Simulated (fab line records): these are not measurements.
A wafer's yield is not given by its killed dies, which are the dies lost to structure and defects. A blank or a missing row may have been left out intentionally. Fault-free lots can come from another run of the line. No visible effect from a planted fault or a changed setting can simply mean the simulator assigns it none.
fab line records | flow n5-finfet
record: lots: 5 wafers: 15 last-day: 18
route steps=1938 shown ZERO_LAYER@13 WELL_APT@20
lots that met no fault: taken from a fault-free run of the same line
start-h: the number of hours between the record's first day and the start of the first shown wafer of the lot | wait-h: hours from the lot's prior step to this one | " same as the row above | L1.1+2: a row that stands for several wafers | - value missing, or start not given | * or withheld: withheld | < > ~ a bound
route shown NAME@n: NAME is a module with steps in the file, n the number in the route of the first one | usual: mean/standard deviation taken from wafers without a fault | same: alike in all rows | chamber/n: place in a boat | sites: the reading at each site | _std_site: the values' standard deviation | _edge_site: mean of outer sites minus mean of inner sites | radius-mm: for every site, how far away it sits from the centre of the wafer | mask NAME#n: copy n | behind: the tool/chamber that last shaped the wafer | hold: reason for holding the lot/hours on hold/outcome of the hold | device: transistor that didn't switch, given as n, p or np | end of line: at the end of the route, the tests of the same wafers | for a step that has no rows: nothing shown but its recipe | killed: at the first sort, the dies lost to defects and structure; wafer yield is something else | map: a wafer's dies, marking killed ones x, the rest . and places with no die _
set.NAME: the setting that was run; set.NAME@STEP: the one run at that earlier step | model.NAME: the simulator's own value behind a step, which no gauge read
a table for each step, a row for each wafer; lots at some steps of the route
services: from which hour (start-h, from the record's first day; less than 0 if before it) a tool's chamber was out of use, for how many hours, and why
== steps ==
step: N5_ZERO_LAYER_CD_MEAS_11
recipe: target-cd-nm: 2000 landing-energy-ev: 500 detector: se-inlens
usual: cd-nm: 2001.0/2.8
columns lot.wafer tool chamber start-h wait-h cd-nm
L288.1 cd-sem-01 0 12.64 - 2006.9
L288.2 " 0 " " 2007.1
L288.4 " 0 " " 2000.1
L298.3 cd-sem-02 0 72.79 - 2001.7
L298.4 " 0 " " 1998.4
L298.6 " 0 " " 1999.3
L302.4 cd-sem-02 0 96.77 - 1997.3
L302.5 " 0 " " 1999.4
L302.6 " 0 " " 1999.3
L308.4 cd-sem-01 0 132.78 - 1999.8
L308.5 " 0 " " 2001.2
L308.6 " 0 " " 2001.3
L310.1 cd-sem-01 0 144.64 - 2003.6
L310.4 " 0 " " 2002.0
L310.6 " 0 " " 2005.2
step: N5_ZERO_LAYER_DESCUM_16
recipe: chemistry: O2 time-s: 7.9 source-power-w: 50 bias-power-w: 20 pressure-mtorr: 20 rf-frequency-hz: 2.712e+07 temp-c: 40 o2-flow-sccm: 225
usual: drypump-motor-current-A: 5.8/0.44 o2-flow-sccm: 224.9/0.76 oes-product-au: 0.76/0.059 rf-vpp-V: 243.3/1.5 showerhead-plenum-p-Torr: 2.09/0.083 temp-c: 40.00/0.11 throttle-valve-pct: 20.5/0.32
same: time-s: 7.9
columns lot.wafer tool chamber start-h wait-h drypump-motor-current-A o2-flow-sccm oes-product-au rf-hours-counter-h rf-vpp-V showerhead-plenum-p-Torr temp-c throttle-valve-pct
L288.1 rie-diel-01 2 12.83 0.2 5.4 224.9 0.78 133 243.8 2.22 40.06 20.6
L288.2 " 1 " " 5.5 225.7 0.72 199 242.7 2.14 39.92 20.6
L288.4 " 0 " " 5.5 225.0 0.73 172 243.4 2.09 40.03 20.7
L298.3 rie-diel-01 0 72.82 0.0 5.5 224.4 0.72 191 243.4 2.08 39.85 20.7
L298.4 " 1 " " 5.5 225.3 0.72 218 244.0 2.13 40.13 20.6
L298.6 " 3 " " 5.4 225.3 0.81 - 243.5 2.10 40.20 20.7
L302.4 rie-diel-03 3 96.81 0.0 5.8 225.4 0.81 84 243.3 2.00 39.92 19.8
L302.5 " 3 " " 5.8 225.5 0.81 - 242.1 2.00 39.85 19.9
L302.6 " 2 " " 6.2 226.0 0.71 - 245.6 2.14 39.94 20.3
L308.4 rie-diel-06 1 132.85 0.1 6.5 225.7 0.90 22 245.8 2.20 39.91 20.1
L308.5 " 1 " " 6.5 224.5 0.90 - 245.4 2.20 39.91 20.1
L308.6 " 2 " " 5.6 224.7 0.71 - 242.5 2.06 40.05 20.9
L310.1 rie-diel-01 2 144.72 0.1 5.4 225.0 0.73 171 244.1 2.20 39.87 20.7
L310.4 " 1 " " 5.5 225.0 0.71 241 244.2 2.12 40.33 20.6
L310.6 " 0 " " 5.5 224.4 0.70 - 244.3 2.08 40.03 20.7
step: N5_ZERO_LAYER_ETCH_17
recipe: chemistry: CF4 target: SiO2 target-depth-a: 120 time-s: 13.3 ion-energy-ev: 350 pressure-mtorr: 40 source-w: 450 bias-w: 215 Ar_flow_sccm: 100 cf4-flow-sccm: 100
usual: drypump-motor-current-A: 5.8/0.44 oes-product-au: 0.76/0.057 rf-vpp-V: 949/5 showerhead-plenum-p-Torr: 2.14/0.079 throttle-valve-pct: 15.79/0.29
same: time-s: 13.3
columns lot.wafer tool chamber start-h wait-h drypump-motor-current-A oes-product-au rf-hours-counter-h rf-vpp-V showerhead-plenum-p-Torr throttle-valve-pct
L288.1 rie-diel-01 2 12.86 0.0 5.4 0.76 133 954 2.23 15.64
L288.2 " 1 " " 5.5 0.73 199 953 2.21 16.01
L288.4 " 0 " " 5.5 0.74 172 947 2.15 15.91
L298.3 rie-diel-01 0 72.86 0.0 5.5 0.72 191 946 2.14 15.94
L298.4 " 1 " " 5.5 0.72 218 955 2.21 16.04
L298.6 " 3 " " 5.4 0.81 - 950 2.17 15.99
L302.4 rie-diel-03 3 96.84 0.0 5.8 0.82 84 947 2.08 15.27
L302.5 " 3 " " 5.8 0.82 - 944 2.08 15.27
L302.6 " 2 " " 6.2 0.69 - 954 2.23 15.93
L308.4 rie-diel-06 1 132.88 0.0 6.5 0.89 22 958 2.26 15.50
L308.5 " 1 " " 6.5 0.90 - 957 2.26 15.50
L308.6 " 2 " " 5.7 0.71 - 948 2.11 16.13
L310.1 rie-diel-01 2 144.76 0.0 5.4 0.73 171 953 2.21 15.71
L310.4 " 1 " " 5.5 0.71 241 949 2.20 16.11
L310.6 " 0 " " 5.5 0.70 - 948 2.14 15.97
step: N5_ZERO_LAYER_ETCH_18
recipe: chemistry: HBr/Cl2 target: Si target-depth-a: 1200 time-s: 40 pressure-mtorr: 10 icp-w: 800 bias-w: 75 HBr_flow_sccm: 150 Cl2_flow_sccm: 80
usual: drypump-motor-current-A: 5.6/0.53 mfc-cl2-sccm: 80.00/0.26 oes-product-au: 0.997/0.014 throttle-valve-pct: 36.2/0.51
same: time-s: 40
columns lot.wafer tool chamber start-h wait-h drypump-motor-current-A mfc-cl2-sccm oes-product-au rf-hours-counter-h throttle-valve-pct
L288.1 rie-si-05 2 12.93 0.0 6.4 80.06 1.005 141 36.3
L288.2 " 1 " " 5.7 79.98 0.992 53 36.2
L288.4 " 3 " " 5.3 80.47 0.998 124 36.7
L298.3 rie-si-03 2 72.93 0.0 6.1 79.98 1.026 19 36.8
L298.4 " 0 " " 5.7 79.61 0.985 91 36.8
L298.6 " 0 " " 5.7 79.45 0.982 - 36.8
L302.4 rie-si-05 1 96.91 0.0 5.7 79.45 0.996 55 36.2
L302.5 " 1 " " 5.7 79.30 0.998 - 36.2
L302.6 " 0 " " 5.3 80.01 0.998 - 36.4
L308.4 rie-si-05 3 132.95 0.0 5.4 79.97 0.993 126 36.7
L308.5 " 3 " " 5.4 79.91 1.001 - 36.7
L308.6 " 0 " " 5.3 80.14 1.002 - 36.4
L310.1 rie-si-02 0 144.83 0.0 4.9 80.32 0.995 98 37.0
L310.4 " 3 " " 5.9 79.60 0.963 118 35.3
L310.6 " 2 " " 6.4 79.49 0.991 - 36.3
step: N5_ZERO_LAYER_STRIP_24
recipe: chemistry: O2 power-w: 1000 temp-c: 250 overash-fraction: 0.3 pressure-mtorr: 1000 o2-flow-sccm: 6750
usual: drypump-motor-current-A: 5.54/0.17 heater-power-w: 342/27 o2-flow-sccm: 6749/21 oes-product-au: 0.646/0.0046 strip-time-to-endpoint-s: 43.80/0.1 temp-c: 249.97/0.16
columns lot.wafer tool chamber start-h wait-h drypump-motor-current-A heater-power-w o2-flow-sccm oes-product-au rf-hours-counter-h strip-time-to-endpoint-s temp-c
L288.1 plasma-asher-01 0 13.04 0.1 5.30 366 6720 0.643 22 43.90 249.95
L288.2 " 1 " " 5.71 309 6800 0.653 22 43.77 250.32
L288.4 " 1 " " 5.70 308 6789 0.650 - 43.83 250.09
L298.3 plasma-asher-01 1 73.05 0.1 5.70 300 6746 0.645 - 43.77 250.24
L298.4 " 0 " " 5.30 377 6770 0.649 - 43.82 249.87
L298.6 " 0 " " 5.28 380 6740 0.647 - 43.76 249.98
L302.4 plasma-asher-01 1 97.35 0.4 5.70 302 6755 0.648 - 43.56 249.88
L302.5 " 1 " " 5.69 314 6743 0.648 - 43.63 250.04
L302.6 " 0 " " 5.28 381 6794 0.649 - 43.58 249.82
L308.4 plasma-asher-01 0 133.08 0.1 5.28 377 6766 0.644 - 43.80 249.75
L308.5 " 0 " " 5.27 375 6774 0.653 - 43.89 249.91
L308.6 " 1 " " 5.73 313 6765 0.647 - 43.79 249.81
L310.1 plasma-asher-02 0 144.94 0.1 5.66 340 6781 0.640 99 43.81 249.97
L310.4 " 0 " " 5.65 333 6743 0.655 - 43.74 249.92
L310.6 " 1 " " 5.57 357 6760 0.651 - 43.78 250.04
step: N5_ZERO_LAYER_STRIP_19
recipe: chemistry: SPM time-s: 900 temp-c: 130 h2so4-h2o2-vol-ratio: 4 dry: ipa-marangoni
step: N5_ZERO_LAYER_INSPECT_20
recipe: inspect-instrument: darkfield mode: post-clean
usual: raw-defect-count: 35/15
columns lot.wafer tool chamber start-h wait-h raw-defect-count
L288.1 defect-inspect-01 - 13.40 0.0 38
L288.2 " - " " 49
L288.4 " - " " 57
L298.3 defect-inspect-01 - 73.40 0.0 56
L298.4 " - " " 58
L298.6 " - " " 37
L302.4 defect-inspect-01 - 97.70 0.0 41
L302.5 " - " " 37
L302.6 " - " " 16
L308.4 defect-inspect-01 - 133.42 0.0 38
L308.5 " - " " 29
L308.6 " - " " 24
L310.1 defect-inspect-02 - 145.30 0.0 33
L310.4 " - " " 35
L310.6 " - " " 8
step: N5_WELL_APT_HMDS_01
recipe: time-s: 60 temp-c: 120
step: N5_WELL_APT_COAT_02
recipe: spin-rpm: 1357 resist-thk-nm: 950
step: N5_WELL_APT_EBR_04
recipe: solvent: PGMEA ebr-width-mm: 1.5
step: N5_WELL_APT_SOFTBAKE_03
recipe: temp-c: 130 time-s: 60
step: N5_WELL_APT_EXPOSE_05
recipe: mask-id: NWELL na: 0.8 source-shape: conventional sigma-outer: 0.8 polarization: unpolarized defocus-nm: 0 target-cd-nm: 200 dose-mj: 20.3
step: N5_WELL_APT_PEB_06
recipe: peb-temp-c: 130 peb-time-s: 90
usual: heater-power-total-W: 172.5/0.75
columns lot.wafer tool chamber start-h wait-h heater-power-total-W
L288.1 litho-track-01 0 13.59 0.1 172.9
L288.2 " 0 " " 171.6
L288.4 " 0 " " 172.6
L298.3 litho-track-03 0 73.59 0.0 171.0
L298.4 " 0 " " 173.2
L298.6 " 0 " " 171.1
L302.4 litho-track-01 0 97.88 0.0 172.9
L302.5 " 0 " " 178.6
L302.6 " 0 " " 179.3
L308.4 litho-track-04 0 133.74 0.0 172.0
L308.5 " 0 " " 172.3
L308.6 " 0 " " 172.3
L310.1 litho-track-04 0 145.49 0.1 171.7
L310.4 " 0 " " 172.2
L310.6 " 0 " " 172.4
step: N5_WELL_APT_DEVELOP_07
recipe: develop-time-s: 45 rinse-liquid: surfactant-rinse dry: air-spin dev-temp-c: 21
== services ==
columns tool chamber start-h hours kind
rie-diel-03 3 -4.20 2.7 repair
rie-diel-03 0 -0.40 1.3 repair
litho-track-01 - 2.07 - consumable-replace:filter
rie-si-03 - 11.05 0.1 repair
rie-diel-03 - 27.94 15.6 pm
rie-diel-06 1 38.20 - clean
rie-diel-06 1 38.20 - consumable-replace:focus-ring
rie-diel-06 1 38.20 - consumable-replace:showerhead
rie-diel-06 1 38.20 23.0 scheduled-down
rie-diel-06 1 38.20 23.0 vent-cycle
rie-si-02 2 38.22 5.3 repair
litho-track-01 - 71.88 - consumable-replace:filter
litho-track-04 - 83.37 - consumable-replace:filter
rie-diel-01 0 90.51 8.2 repair
rie-diel-06 0 92.45 4.8 repair
plasma-asher-02 - 95.35 2.5 repair
rie-si-03 0 104.55 5.4 repair
rie-si-02 2 105.70 4.0 repair
rie-si-05 - 107.59 2.8 pm
rie-diel-01 0 116.14 1.5 repair
rie-diel-01 2 127.11 6.6 repair
litho-track-04 - 138.29 - consumable-replace:filter
rie-diel-03 2 140.26 5.8 repair
rie-si-05 1 140.86 2.5 repair
== key ==
first-sign: step: N5_WELL_APT_PEB_06 reading: heater-power-total-W direction: up sigmas: 8.6 usual: * struck: *
effect none on later readings
met-at N5_WELL_APT_PEB_06
struck-wafers L302.5,L302.6
tester-left-out L302
onset-between 13.59 97.88
fault: kind: process-parameter-drift tool: litho-track-01 chamber: - onset-h: 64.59 steps: N5_WELL_APT_PEB_06 channel: peb-time-s offset: * shape: step end-h: 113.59 scope: struck-wafers-only acts-in: * stated: *
tester-left-out: of these lots the tester's yield and bins aren't shown, on N5 and GAA mostly nor the transistor test; their killed dies are dies lost to structure and defects alone, not to doping, threshold or leakage, so they don't give the yield
